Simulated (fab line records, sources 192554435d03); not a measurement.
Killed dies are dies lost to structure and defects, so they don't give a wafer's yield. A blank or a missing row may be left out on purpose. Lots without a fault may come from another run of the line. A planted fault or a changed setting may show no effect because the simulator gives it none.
A struck lot beside a sound one | flow n5_finfet | 19 steps out of a route of 1938
Sound: wafers L108.1, L108.2, L108.6. Struck: wafers L109.1, L109.4, L109.5. The cause comes at the end.
At each step with rows: each side's tool, then ch and its chambers, then its first start. Under that, the readings that differ: sound wafers | struck wafers | difference of the means | sigmas: that difference in standard deviations of wafers without a fault.
alike: readings whose means differ by less than 2 such deviations, and words and numbers that are the same on both sides. not compared: withheld readings, readings that some wafer has no value for, bounds like >300 that may hide the same value, and numbers for which the record gives no deviation and whose values overlap.
The two part at a step that has a row with sigmas, a row that says differs or no value, or rows on one side only. Numbers that don't overlap but have no deviation are shown without sigmas and don't part them. A reading that every wafer of one side lacks parts them only if that side has two wafers or more.

first, 8 steps without rows for these wafers: N5_BEOL_M10_CMP_52 (polishes, stops on SiCOH lowk, t overpolish 7 s, target thk 140 nm); N5_BEOL_M10_PRE_CLEAN_55 (time 15 s); N5_BEOL_M10_DEP_56 (deposits SiCN from 3MS/NH3, target thk 15 nm, time 26.5 s); N5_BEOL_M11_ILD_DEP_00 (deposits SiCOH lowk from DEMS/porogen, target thk 308.51 nm, time 58 s); N5_BEOL_M11_CURE_71 (cures SiCOH lowk, time 240 s); N5_BEOL_M11_PECVD_70 (deposits SiO2 from TEOS/O2, target thk 20 nm, time 22.7 s); N5_BEOL_M11_HM_DEP_02 (deposits TiN, target thk 20 nm); N5_BEOL_M11_COAT_59 (time 60 s, resist thk 100 nm).
N5_BEOL_M11_COAT_60: time 60 s, resist thk 30 nm.
  sound on litho_track-03 ch 0, day 11 17:09; struck on litho_track-05 ch 0, day 12 12:14
  reading                                     | sound                | struck               | difference | sigmas
  spin_speed_rpm (rpm)                        | 1500.7 1500.3 1500.8 | 1424.6 1423.5 1424.5 | -76.4      | -69
  model.SiARC_of_BEOL_M11_COAT_60.thk_nm (nm) | 30.2 30.2 30.2       | 30.8 30.8 30.8       | +0.6       |
  alike: exhaust_pa
then, 7 steps without rows for these wafers: N5_BEOL_M11_COAT_05 (resist thk 90 nm); N5_BEOL_M11_EBR_07; N5_BEOL_M11_SOFTBAKE_06 (time 60 s); N5_BEOL_M11_EXPOSE_08 (exposes mask M11); N5_BEOL_M11_PEB_09 (peb time 60 s); N5_BEOL_M11_DEVELOP_10 (develop time 30 s); N5_BEOL_M11_DESCUM_16 (chemistry O2, time 7.9 s).
N5_BEOL_M11_ETCH_61: etches SiARC in CF4, target depth 39 nm, time 65 s.
  sound on rie_diel-06 ch 1,2,3, day 11 17:31; struck on rie_diel-01 ch 1,2, day 12 12:59
  reading                  | sound             | struck           | difference | sigmas
  model.etch.depth_nm (nm) | 30.12 30.17 30.14 | 30.85 30.79 30.9 | +0.70      |
  alike: cf4_flow_sccm, drypump_motor_current_A, etch_rf_on_time_s, oes_product_au, rf_vpp_V, showerhead_plenum_p_Torr, throttle_valve_pct
  not compared: rf_hours_counter_h, model.CAR-ArF_of_BEOL_M11_COAT_05.thk_nm
N5_BEOL_M11_ETCH_62: etches SOC in N2/H2, target depth 110 nm, overetch 22 nm, time 165 s.
  sound on rie_diel-06 ch 1,2,3, day 11 17:34; struck on rie_diel-01 ch 1,2, day 12 13:02
  reading                                     | sound          | struck         | difference | sigmas
  model.SiARC_of_BEOL_M11_COAT_60.thk_nm (nm) | 23.6 23.8 23.6 | 24.4 24.2 24.6 | +0.7       |
  alike: drypump_motor_current_A, oes_product_au, rf_vpp_V, showerhead_plenum_p_Torr, throttle_valve_pct
  not compared: rf_hours_counter_h
then, 1 step without rows for these wafers: N5_BEOL_M11_STRIP_68 (strips in N2/H2).

WHERE THEY PART
Only at N5_BEOL_M11_COAT_60, within this record. Later steps at which nothing parts them and some readings are alike: N5_BEOL_M11_ETCH_61, N5_BEOL_M11_ETCH_62.

WHY: what the simulator had put in
Process parameter drift: litho_track-05, from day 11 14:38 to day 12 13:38, at N5_BEOL_M11_COAT_60. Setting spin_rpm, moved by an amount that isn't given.
